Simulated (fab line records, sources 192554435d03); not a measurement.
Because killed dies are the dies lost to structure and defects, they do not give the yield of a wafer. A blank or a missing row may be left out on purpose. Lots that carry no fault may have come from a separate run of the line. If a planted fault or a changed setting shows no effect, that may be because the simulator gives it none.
The tool behind it: which one?	flow n5-finfet	24 lots with 72 wafers sampled at 6 steps, on a route of 1938 steps

## WHAT THE GAUGES SHOWED, per wafer
N5_GATE_CUT_OVL_MEAS_14.
lot	measured	on	GATE_CUT_OVL (nm)
L074	day 4 11:52	overlay-01	-0.9 -0.2 -0.2
L075	day 4 21:13	overlay-02	-0.6 -0.1 -0.3
L076	day 5 04:20	overlay-02	-0.8 -1.8 0.2
L077	day 5 06:45	overlay-01	0.5 -0.6 0.5
L078	day 5 14:32	overlay-01	-0.2 0.2 -0.1
L079	day 5 17:16	overlay-02	0.9 1.5 0.7
L080	day 6 05:31	overlay-02	0.0 0.2 0.2
L081	day 6 06:55	overlay-01	-0.1 -0.1 -0.1
L082	day 6 14:23	overlay-02	0.3 0.1 0.5
L084	day 6 23:31	overlay-01	0.4 0.2 -0.1
L083	day 7 01:43	overlay-02	-0.1 1.2 0.2
L085	day 7 09:31	overlay-02	-0.4 -0.1 -1.1
L086	day 7 11:31	overlay-01	0.2 0.3 -0.6
L087	day 7 17:47	overlay-01	0.5 -0.5 -0.1
L088	day 7 20:44	overlay-01	0.0 0.7 -0.6
L089	day 8 08:13	overlay-02	-2.0 -0.6 0.8
L090	day 8 10:40	overlay-01	-1.1 -0.9 -0.6
L091	day 8 18:22	overlay-02	0.0 -0.2 -0.5
L092	day 9 03:56	overlay-02	-0.9 -0.4 -0.7
L093	day 9 05:15	overlay-01	-0.3 -0.4 -0.2
L094	day 9 11:25	overlay-02	0.3 0.6 -0.6
L095	day 9 18:49	overlay-02	-0.3 0.5 0.3
L096	day 9 22:49	overlay-02	0.4 -0.7 -0.7
L097	day 10 06:38	overlay-01	-0.7 -0.4 0.7

## WHAT TOOL EACH LOT RAN ON (gives the tool, then ch and the chambers of the sampled wafers, and finally the start)
lot	N5_HKMG_FIN_ETCH_58	N5_HKMG_FIN_ETCH_86	N5_HKMG_FIN_ETCHBACK_68	N5_HKMG_FIN_ALD_21	N5_GATE_CUT_ETCH_56
L074	rie-diel-01 ch 1,2,3, day 4 00:19	rie-diel-02 ch 0,1,3, day 4 04:50	rie-metal-03 ch 0,1, day 4 06:07	ald-metal-02 ch 1,2,3, day 4 06:38	rie-metal-02 ch 0,1, day 4 08:02
L075	rie-diel-06 ch 1,2, day 4 09:52	rie-diel-02 ch 1,2, day 4 14:26	rie-metal-02 ch 0,1, day 4 15:43	ald-metal-02 ch 0,2,3, day 4 16:15	rie-metal-03 ch 0,1, day 4 17:39
L076	rie-diel-02 ch 1,3, day 4 16:07	rie-diel-06 ch 1,2,3, day 4 20:30	rie-metal-01 ch 1, day 4 22:05	ald-metal-02 ch 1,3, day 4 22:41	rie-metal-02 ch 0,1, day 5 00:05
L077	rie-diel-01 ch 0,1, day 4 18:43	rie-diel-06 ch 2,3, day 4 23:29	rie-metal-02 ch 0,1, day 5 01:00	ald-metal-01 ch 2,3, day 5 01:39	rie-metal-02 ch 0,1, day 5 03:05
L078	rie-diel-06 ch 1,2,3, day 5 03:07	rie-diel-01 ch 1,2, day 5 07:47	rie-metal-01 ch 0,1, day 5 09:05	ald-metal-02 ch 1,2, day 5 09:36	rie-metal-03 ch 0,1, day 5 11:00
L079	rie-diel-06 ch 1,3, day 5 05:47	rie-diel-01 ch 0,3, day 5 10:24	rie-metal-03 ch 0,1, day 5 11:41	ald-metal-02 ch 0,3, day 5 12:13	rie-metal-01 ch 0,1, day 5 13:38
L080	rie-diel-01 ch 0,1, day 5 17:44	rie-diel-02 ch 1,2, day 5 22:26	rie-metal-03 ch 0,1, day 5 23:43	ald-metal-01 ch 0,2, day 6 00:14	rie-metal-02 ch 1, day 6 01:48
L081	rie-diel-02 ch 0,1,2, day 5 19:16	rie-diel-01 ch 0,1,2, day 5 23:49	rie-metal-01 ch 0,1, day 6 01:10	ald-metal-03 ch 0,2,3, day 6 01:41	rie-metal-02 ch 1, day 6 03:18
L082	rie-diel-02 ch 1,3, day 6 02:34	rie-diel-06 ch 0,2, day 6 06:59	rie-metal-01 ch 0,1, day 6 08:17	ald-metal-02 ch 1,2,3, day 6 08:48	rie-metal-02 ch 1, day 6 10:19
L084	rie-diel-01 ch 0,3, day 6 12:14	rie-diel-02 ch 0,1,3, day 6 16:44	rie-metal-02 ch 0,1, day 6 18:01	ald-metal-02 ch 0,1, day 6 18:32	rie-metal-03 ch 1, day 6 19:56
L083	rie-diel-06 ch 0,3, day 6 14:10	rie-diel-01 ch 1,2, day 6 18:36	rie-metal-02 ch 0,1, day 6 19:53	ald-metal-03 ch 0,3, day 6 20:25	rie-metal-03 ch 0,1, day 6 21:49
L085	rie-diel-02 ch 2,3, day 6 22:12	rie-diel-02 ch 1,2, day 7 02:43	rie-metal-01 ch 0,1, day 7 04:01	ald-metal-01 ch 0,1,3, day 7 04:32	rie-metal-01 ch 0,1, day 7 05:56
L086	rie-diel-06 ch 2,3, day 7 00:11	rie-diel-06 ch 0,2,3, day 7 04:41	rie-metal-03 ch 0,1, day 7 06:01	ald-metal-01 ch 0,3, day 7 06:29	rie-metal-01 ch 0,1, day 7 07:55
L087	rie-diel-02 ch 0,2, day 7 06:37	rie-diel-01 ch 0,1,3, day 7 10:56	rie-metal-02 ch 0,1, day 7 12:13	ald-metal-01 ch 0,2,3, day 7 12:44	rie-metal-01 ch 0,1, day 7 14:11
L088	rie-diel-02 ch 0,1,2, day 7 09:46	rie-diel-02 ch 1,2, day 7 14:03	rie-metal-01 ch 0,1, day 7 15:20	ald-metal-03 ch 0,1,3, day 7 15:52	rie-metal-01 ch 1, day 7 17:16
L089	rie-diel-01 ch 0,1,2, day 7 20:53	rie-diel-01 ch 0,2,3, day 8 01:25	rie-metal-01 ch 0,1, day 8 02:43	ald-metal-03 ch 0,2,3, day 8 03:14	rie-metal-02 ch 0,1, day 8 04:38
L090	rie-diel-06 ch 1,2,3, day 7 23:06	rie-diel-02 ch 1,2,3, day 8 03:51	rie-metal-01 ch 0,1, day 8 05:08	ald-metal-03 ch 0,1,3, day 8 05:40	rie-metal-01 ch 0,1, day 8 07:12
L091	rie-diel-02 ch 1,3, day 8 06:29	rie-diel-02 ch 1,2,3, day 8 11:06	rie-metal-01 ch 0,1, day 8 12:26	ald-metal-03 ch 0,2, day 8 12:55	rie-metal-03 ch 0,1, day 8 14:20
L092	rie-diel-02 ch 1,2,3, day 8 16:31	rie-diel-01 ch 0,1,3, day 8 20:47	rie-metal-01 ch 0,1, day 8 22:09	ald-metal-03 ch 0,3, day 8 22:38	rie-metal-02 ch 0,1, day 9 00:04
L093	rie-diel-02 ch 0,2, day 8 17:50	rie-diel-01 ch 0,1,3, day 8 22:13	rie-metal-01 ch 0,1, day 8 23:32	ald-metal-01 ch 0,1,2, day 9 00:03	rie-metal-03 ch 0,1, day 9 01:27
L094	rie-diel-01 ch 0,1,3, day 9 00:14	rie-diel-01 ch 0,1,3, day 9 04:44	rie-metal-02 ch 0,1, day 9 06:01	ald-metal-02 ch 0,2,3, day 9 06:33	rie-metal-03 ch 0,1, day 9 07:56
L095	rie-diel-02 ch 0,2, day 9 07:17	rie-diel-02 ch 0,1,2, day 9 11:55	rie-metal-02 ch 0, day 9 13:11	ald-metal-01 ch 0,1,2, day 9 13:50	rie-metal-01 ch 0,1, day 9 15:14
L096	rie-diel-02 ch 0,1, day 9 11:05	rie-diel-06 ch 0,1,2, day 9 15:29	rie-metal-03 ch 0,1, day 9 16:47	ald-metal-01 ch 0,1,2, day 9 17:18	rie-metal-03 ch 0,1, day 9 18:42
L097	rie-diel-01 ch 0,2,3, day 9 19:01	rie-diel-06 ch 0,2,3, day 9 23:46	rie-metal-02 ch 0,1, day 10 01:04	ald-metal-01 ch 2, day 10 01:36	rie-metal-01 ch 0,1, day 10 03:10
- N5_HKMG_FIN_ETCH_58: etches SOC in N2/H2, target depth 215.8 nm, time 741 s.
- N5_HKMG_FIN_ETCH_86: etches SOC in N2/H2, stops on TiN, target depth 393.2 nm.
- N5_HKMG_FIN_ETCHBACK_68: etches the open film in Cl2/Ar, stops on HfO2, target depth 0.5 nm.
- N5_HKMG_FIN_ALD_21: deposits TiN, target thk 1.5 nm, pulse time 1 s, purge time 3 s.
- N5_GATE_CUT_ETCH_56: etches TiN in Cl2/Ar, target depth 21.6 nm.

## WHAT THE TOOLS THEMSELVES READ (means of the sampled wafers that have a number; where no wafer has one, the mark that the record gives instead)
N5_HKMG_FIN_ETCH_58.
lot	tool	drypump-motor-current-A (A)	oes-product-au (a.u.)	rf-vpp-V (V)	showerhead-plenum-p-Torr (Torr)	throttle-valve-pct (%)
L074	rie-diel-01	5.6	0.82	100.1	2.67	17.78
L075	rie-diel-06	5.1	0.71	99.0	2.54	17.94
L076	rie-diel-02	6.1	0.76	98.8	2.52	17.66
L077	rie-diel-01	5.6	0.82	98.8	2.53	17.81
L078	rie-diel-06	5.6	0.74	99.7	2.57	18.06
L079	rie-diel-06	5.5	0.71	98.7	2.52	17.97
L080	rie-diel-01	5.6	0.85	98.9	2.62	17.66
L081	rie-diel-02	6.0	0.74	99.8	2.57	17.79
L082	rie-diel-02	6.3	0.74	98.7	2.58	17.81
L084	rie-diel-01	6.0	0.78	100.5	2.59	17.85
L083	rie-diel-06	6.2	0.84	99.3	2.54	17.98
L085	rie-diel-02	5.9	0.78	98.9	2.52	17.58
L086	rie-diel-06	6.1	0.76	99.2	2.59	18.19
L087	rie-diel-02	5.7	0.72	98.1	2.49	17.79
L088	rie-diel-02	6.0	0.73	99.5	2.57	17.82
L089	rie-diel-01	5.4	0.77	99.3	2.58	17.90
L090	rie-diel-06	5.6	0.81	99.4	2.56	17.95
L091	rie-diel-02	6.1	0.74	99.3	2.50	17.71
L092	rie-diel-02	6.2	0.75	98.4	2.58	17.73
L093	rie-diel-02	5.9	0.86	100.0	2.68	17.59
L094	rie-diel-01	5.8	0.78	100.0	2.59	17.80
L095	rie-diel-02	5.9	0.85	99.5	2.68	17.60
L096	rie-diel-02	5.8	0.87	99.9	2.68	17.64
L097	rie-diel-01	5.6	0.72	99.9	2.56	18.01

N5_HKMG_FIN_ETCH_86.
lot	tool	drypump-motor-current-A (A)	oes-product-au (a.u.)	rf-vpp-V (V)	showerhead-plenum-p-Torr (Torr)	throttle-valve-pct (%)
L074	rie-diel-02	6.0	0.73	240.0	2.50	17.77
L075	rie-diel-02	6.4	0.75	243.0	2.65	17.82
L076	rie-diel-06	5.6	0.74	240.4	2.57	18.07
L077	rie-diel-06	6.1	0.77	240.5	2.60	18.17
L078	rie-diel-01	5.2	0.77	242.4	2.65	17.94
L079	rie-diel-01	6.0	0.78	241.0	2.59	17.87
L080	rie-diel-02	6.4	0.74	241.6	2.65	17.85
L081	rie-diel-01	5.4	0.78	241.1	2.58	17.90
L082	rie-diel-06	5.6	0.88	240.4	2.55	17.77
L084	rie-diel-02	5.9	0.72	240.4	2.49	17.81
L083	rie-diel-01	5.2	0.76	242.7	2.65	17.96
L085	rie-diel-02	6.4	0.73	242.8	2.64	17.87
L086	rie-diel-06	5.8	0.81	240.3	2.57	18.01
L087	rie-diel-01	5.8	0.79	241.8	2.60	17.79
L088	rie-diel-02	6.4	0.73	242.3	2.64	17.88
L089	rie-diel-01	5.6	0.73	241.3	2.57	18.02
L090	rie-diel-02	6.2	0.73	241.2	2.58	17.75
L091	rie-diel-02	6.2	0.73	240.7	2.58	17.76
L092	rie-diel-01	5.8	0.78	240.7	2.59	17.82
L093	rie-diel-01	5.8	0.78	240.4	2.59	17.81
L094	rie-diel-01	5.8	0.77	241.2	2.59	17.83
L095	rie-diel-02	6.0	0.80	242.4	2.66	17.73
L096	rie-diel-06	5.4	0.83	241.4	2.53	17.78
L097	rie-diel-06	5.9	0.79	240.2	2.56	18.03

N5_HKMG_FIN_ETCHBACK_68.
lot	tool	drypump-motor-current-A (A)	oes-product-au (a.u.)	throttle-valve-pct (%)
L074	rie-metal-03	5.5	0.74	20.79
L075	rie-metal-02	5.7	0.69	20.71
L076	rie-metal-01	6.5	0.79	20.35
L077	rie-metal-02	5.5	0.63	20.79
L078	rie-metal-01	6.2	0.72	20.55
L079	rie-metal-03	5.7	0.73	20.78
L080	rie-metal-03	5.5	0.73	20.81
L081	rie-metal-01	6.2	0.71	20.55
L082	rie-metal-01	6.2	0.71	20.55
L084	rie-metal-02	5.5	0.91	20.55
L083	rie-metal-02	5.7	0.82	20.60
L085	rie-metal-01	6.2	0.71	20.55
L086	rie-metal-03	5.5	0.72	20.81
L087	rie-metal-02	5.5	0.90	20.55
L088	rie-metal-01	6.4	0.74	20.46
L089	rie-metal-01	6.2	0.71	20.55
L090	rie-metal-01	6.2	0.68	20.60
L091	rie-metal-01	6.2	0.71	20.57
L092	rie-metal-01	6.2	0.70	20.57
L093	rie-metal-01	6.2	0.70	20.56
L094	rie-metal-02	5.5	0.85	20.57
L095	rie-metal-02	5.2	0.88	20.56
L096	rie-metal-03	5.5	0.71	20.83
L097	rie-metal-02	5.7	0.78	20.62

N5_HKMG_FIN_ALD_21.
lot	tool	heater-power-w (W)	precursor-pulse-height-rel
L074	ald-metal-02	936	1.001
L075	ald-metal-02	910	1.008
L076	ald-metal-02	964	1.032
L077	ald-metal-01	921	0.992
L078	ald-metal-02	919	0.984
L079	ald-metal-02	879	1.007
L080	ald-metal-01	855	1.002
L081	ald-metal-03	901	1.011
L082	ald-metal-02	926	0.994
L084	ald-metal-02	898	1.026
L083	ald-metal-03	855	0.990
L085	ald-metal-01	959	1.003
L086	ald-metal-01	954	1.023
L087	ald-metal-01	885	1.012
L088	ald-metal-03	858	0.997
L089	ald-metal-03	902	0.980
L090	ald-metal-03	860	0.990
L091	ald-metal-03	950	0.986
L092	ald-metal-03	893	1.019
L093	ald-metal-01	877	1.007
L094	ald-metal-02	906	0.997
L095	ald-metal-01	879	1.006
L096	ald-metal-01	869	0.999
L097	ald-metal-01	770	0.981

N5_GATE_CUT_ETCH_56.
lot	tool	drypump-motor-current-A (A)	oes-product-au (a.u.)	throttle-valve-pct (%)
L074	rie-metal-02	5.5	0.65	20.76
L075	rie-metal-03	5.5	0.75	20.78
L076	rie-metal-02	5.7	0.71	20.69
L077	rie-metal-02	5.5	0.64	20.76
L078	rie-metal-03	5.5	0.74	20.78
L079	rie-metal-01	6.3	0.76	20.44
L080	rie-metal-02	6.0	0.76	20.62
L081	rie-metal-02	6.0	0.76	20.63
L082	rie-metal-02	6.0	0.76	20.63
L084	rie-metal-03	5.8	0.73	20.75
L083	rie-metal-03	5.5	0.73	20.79
L085	rie-metal-01	6.4	0.75	20.45
L086	rie-metal-01	6.4	0.75	20.45
L087	rie-metal-01	6.3	0.75	20.46
L088	rie-metal-01	6.6	0.78	20.37
L089	rie-metal-02	5.5	0.90	20.54
L090	rie-metal-01	6.2	0.72	20.54
L091	rie-metal-03	5.5	0.72	20.81
L092	rie-metal-02	5.5	0.87	20.53
L093	rie-metal-03	5.7	0.71	20.79
L094	rie-metal-03	5.6	0.71	20.81
L095	rie-metal-01	6.2	0.71	20.56
L096	rie-metal-03	5.6	0.71	20.80
L097	rie-metal-01	6.4	0.73	20.47

## THE ANSWER, worked out from the rows above alone
Rule: the lots themselves supply what counts as usual. Put in order of their means at a reading, lots are off if they are a third of the lots or fewer, leave a main group of 4 or more, and stand apart from it by a gap of 3 or more times the standard deviation of the main group's means; of several such gaps the widest counts. The tables above print the reading to a certain number of digits; a main group whose means all agree to those digits is not used. Also off: a lot with no number at a reading for which 4 or more lots have one. The other lots that the step has rows for count as sound. After the gauges, taken in route order, come the tools' own readings; for these a lot's mean is taken, as printed above. At the first step where some lot is off, the reading lying furthest off is the one used; lots without a number count as furthest.
None of the lots is off at any reading shown; this tells nothing.

## WHAT THE SIMULATOR HAD INSERTED
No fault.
